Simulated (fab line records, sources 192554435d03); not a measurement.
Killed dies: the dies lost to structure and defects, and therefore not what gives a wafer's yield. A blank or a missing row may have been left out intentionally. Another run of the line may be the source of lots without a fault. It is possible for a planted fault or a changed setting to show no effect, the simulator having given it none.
Matching of chambers + flow n5Finfet + N5_FIN_SAQP_HM_DEP_03 on pecvd-03 has 3 sister chambers
The step deposits SiNx from SiH4/NH3/N2, target thk 38 nm, time 33.6 s. 24 wafers are shown with their chamber, then 12 later ones without.

== WAFERS PAIRED WITH THEIR CHAMBERS ==
| wafer  | chamber | showerheadPlenumPTorr (Torr) | throttleValvePct (%) | heaterPowerW (W) |
|--------|---------|------------------------------|----------------------|------------------|
| L074.1 | 2       | 5.18                         | 39.7                 | 666              |
| L074.4 | 1       | 5.17                         | 39.9                 | 805              |
| L074.6 | 2       | 5.19                         | 40.0                 | 661              |
| L075.1 | 0       | 5.09                         | 39.3                 | 778              |
| L075.2 | 2       | 5.20                         | 39.9                 | 728              |
| L075.6 | 0       | 5.09                         | 39.4                 | 795              |
| L078.2 | 2       | 5.19                         | 39.5                 | 712              |
| L078.3 | 0       | 5.10                         | 39.6                 | 806              |
| L078.6 | 1       | 5.18                         | 40.2                 | 714              |
| L080.2 | 1       | 5.17                         | 40.2                 | 810              |
| L080.4 | 1       | 5.17                         | 40.1                 | 793              |
| L080.5 | 0       | 5.08                         | 39.3                 | 720              |
| L083.2 | 0       | 5.10                         | 39.6                 | 725              |
| L083.3 | 2       | 5.19                         | 39.6                 | 700              |
| L083.6 | 1       | 5.15                         | 40.5                 | 739              |
| L084.1 | 2       | 5.18                         | 39.7                 | 717              |
| L084.3 | 1       | 5.17                         | 40.2                 | 833              |
| L084.4 | 0       | 5.09                         | 39.6                 | 768              |
| L085.1 | 2       | 5.18                         | 39.9                 | 733              |
| L085.4 | 0       | 5.10                         | 40.0                 | 753              |
| L085.6 | 2       | 5.19                         | 39.8                 | 752              |
| L086.2 | 2       | 5.19                         | 39.6                 | 733              |
| L086.4 | 2       | 5.18                         | 39.6                 | 712              |
| L086.5 | 0       | 5.08                         | 39.9                 | 721              |

SIGNATURES (means of the wafers above)
| reading               | chamber 0 | chamber 1 | chamber 2 | scatter within a chamber |
|-----------------------|-----------|-----------|-----------|--------------------------|
| showerheadPlenumPTorr | 5.0912    | 5.1683    | 5.1870    | 0.00811                  |
| throttleValvePct      | 39.587    | 40.183    | 39.730    | 0.207                    |
| heaterPowerW          | 758.25    | 782.33    | 711.40    | 35.3                     |
Rule: for each reading, subtract the chamber's mean from the wafer's reading, divide by that reading's scatter and square the result; add these up over the readings and take the root, which gives the wafer's distance from the chamber. The wafer belongs to the nearest chamber; if the next one is less than 2 further off, it can't be placed. The scatter: the root of (the sum of the squares of (reading less its chamber's mean) over the shown wafers, divided by (wafers less chambers)).

== WAFERS WHOSE CHAMBER IS MISSING ==
| wafer  | showerheadPlenumPTorr (Torr) | throttleValvePct (%) | heaterPowerW (W) |
|--------|------------------------------|----------------------|------------------|
| L089.2 | 5.19                         | 40.1                 | 740              |
| L089.3 | 5.09                         | 39.6                 | 818              |
| L089.5 | 5.09                         | 39.6                 | 825              |
| L092.1 | 5.10                         | 39.7                 | 711              |
| L092.2 | 5.18                         | 40.1                 | 843              |
| L092.4 | 5.17                         | 40.2                 | 867              |
| L093.2 | 5.18                         | 39.6                 | 632              |
| L093.4 | 5.18                         | 39.9                 | 633              |
| L093.6 | 5.18                         | 40.0                 | 807              |
| L095.2 | 5.18                         | 39.7                 | 749              |
| L095.5 | 5.20                         | 39.8                 | 752              |
| L095.6 | 5.16                         | 40.1                 | 717              |

== EACH ONE'S CHAMBER ==
| wafer  | from the rows above     | in truth |
|--------|-------------------------|----------|
| L089.2 | can't be placed: 2 or 1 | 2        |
| L089.3 | 0                       | 0        |
| L089.5 | 0                       | 0        |
| L092.1 | 0                       | 0        |
| L092.2 | can't be placed: 1 or 2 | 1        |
| L092.4 | 1                       | 1        |
| L093.2 | 2                       | 2        |
| L093.4 | 2                       | 2        |
| L093.6 | can't be placed: 1 or 2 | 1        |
| L095.2 | can't be placed: 2 or 1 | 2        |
| L095.5 | 2                       | 2        |
| L095.6 | can't be placed: 1 or 2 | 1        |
Correct placement for 7 of the 12. Unplaceable from these rows: 5, with the true chamber sitting among the candidates in 5. Wrongly placed: 0.
